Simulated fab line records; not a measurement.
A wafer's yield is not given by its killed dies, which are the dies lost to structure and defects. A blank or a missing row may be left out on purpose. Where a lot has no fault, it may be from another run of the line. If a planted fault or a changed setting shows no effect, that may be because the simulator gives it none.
A lot that was struck, set against a sound lot | flow nand harc | 17 out of 1159 route steps
Sound: wafers L699.2, L699.5, L699.6. Struck: wafer L713.2 (left out: L713.3, L713.6 of the same lot, which were not struck); the cause appears at the end.
Order at every step that has rows: each side's tool, ch and its chambers, its first start. Under that, the readings that differ: sound wafers | struck wafers | difference of the means | sigmas: that difference in standard deviations of wafers without a fault.
alike: readings whose means differ by less than 2 such deviations, and words and numbers that are the same on both sides. not compared: withheld readings, readings that some wafer has no value for, bounds like >300 that may hide the same value, and numbers for which the record gives no deviation and whose values overlap.
Wherever a step has rows on one side only, a row that says differs or no value, or a row with sigmas, the two part there. Numbers that don't overlap but have no deviation are shown without sigmas and don't part them. Lack of a reading on every wafer of one side parts them only where that side has two or more wafers.

NHARC_P_M1_INSPECT_11:
  sound on defect inspect-01 at day 5 19:40; struck on defect inspect-01 at day 9 22:01
  reading          | sound | struck | difference | sigmas
  raw defect count | 4 6 7 | 1      | -5         | -2
then, 3 steps without rows for these wafers: NHARC_P_M1_DESCUM_14 (chemistry O2, time 3 s); NHARC_P_M1_ETCH_35 (etches the open film in N2/H2, target depth 40 nm, overetch 12 nm, time 43.94 s); NHARC_P_M1_ETCH_15 (etches the open film in C4F8/Ar, target depth 182.5 nm, time 91.2 s).
NHARC_P_M1_CD_MEAS_16:
  sound on cd sem-01 at day 5 20:02; struck on cd sem-01 at day 9 22:24
  alike: cd nm
NHARC_P_M1_STRIP_18: strips in N2/H2.
  sound on rie diel-11 ch 2,3, day 5 20:07; struck on rie diel-12 ch 2, day 9 22:29
  alike: drypump motor current A, oes product au, rf vpp V, showerhead plenum p Torr, throttle valve pct
  not compared: rf hours counter h
NHARC_P_M1_ETCH_28: etches the open film in CF4/N2, target depth 30 nm, time 72.99 s.
  sound on rie diel-11 ch 2,3; struck on rie diel-12 ch 0
  reading                     | sound       | struck | difference | sigmas
  drypump motor current A (A) | 6.2 6.2 5.8 | 5.0    | -1.1       | -2
  alike: bias w, oes product au, rf vpp V, showerhead plenum p Torr, throttle valve pct
  not compared: rf hours counter h
then, 2 steps without rows for these wafers: NHARC_P_M1_STRIP_19 (strips in post etch residue remover, time 600 s); NHARC_P_M1_DEGAS_29 (time 60 s).
NHARC_P_M1_PRE_CLEAN_30: time 30 s.
  sound on pvd sputter-01; struck on pvd sputter-01
  alike: heater power w
NHARC_P_M1_PVD_20: deposits TaN, target thk 5 nm, time 8.06 s.
  sound on pvd sputter-01; struck on pvd sputter-01
  alike: throttle valve pct
then, 1 step without rows for these wafers: NHARC_P_M1_PVD_21 (deposits Cu, target thk 30 nm, time 20.49 s).
NHARC_P_M1_ECD_22: material Cu, target thk 400 nm.
  sound on ecd cu-01 ch 0,1, day 5 21:11; struck on ecd cu-01 ch 0, day 9 23:28
  alike: bath heat duty pct
NHARC_P_M1_ANNEAL_31: time 90 s.
  sound on rtp anneal-02 ch 0, day 5 21:34; struck on rtp anneal-01 ch 0, day 9 23:54
  alike: wafer_temp_C_max
NHARC_P_M1_CMP_23: polishes, t overpolish 20 s, target thk 157.82 nm.
  sound on cmp-01 ch 0,1, day 5 21:52; struck on cmp-01 ch 1, day 10 00:11
  reading                | sound          | struck | difference | sigmas
  time to endpoint s (s) | 26.7 31.4 25.8 | 18.9   | -9.1       | -4
  alike: edge zone pressure frac, motor current A
NHARC_P_M1_THK_MEAS_24: measures by xrf.
  sound on film metro-01 at day 5 22:10; struck on film metro-01 at day 10 00:30
  alike: thk nm
-- break in the record here, with 14 days between the starts of the struck wafers on either side (left off in module P_M1, picked up again in module END, where the first step shown is number 1159 on the route) --
NHARC_END_SORT_01:
  sound on prober-01 ch 0, day 19 14:28; struck on prober-01 ch 0, day 23 13:38
  alike: defect limited yield, killed at array, killed at other, killed at periphery, killed dies, killed open, killed short, sort_bin_2_pct, sort_bin_3_pct, sort_bin_4_pct, sort n pass, sort rim yield pct, sort yield pct

## WHERE THEY PART
Last at NHARC_P_M1_CMP_23 as far as this record goes, first at NHARC_P_M1_INSPECT_11. Later steps at which nothing parts them and some readings are alike: NHARC_P_M1_THK_MEAS_24, NHARC_END_SORT_01.

WHY: whatever the simulator had introduced
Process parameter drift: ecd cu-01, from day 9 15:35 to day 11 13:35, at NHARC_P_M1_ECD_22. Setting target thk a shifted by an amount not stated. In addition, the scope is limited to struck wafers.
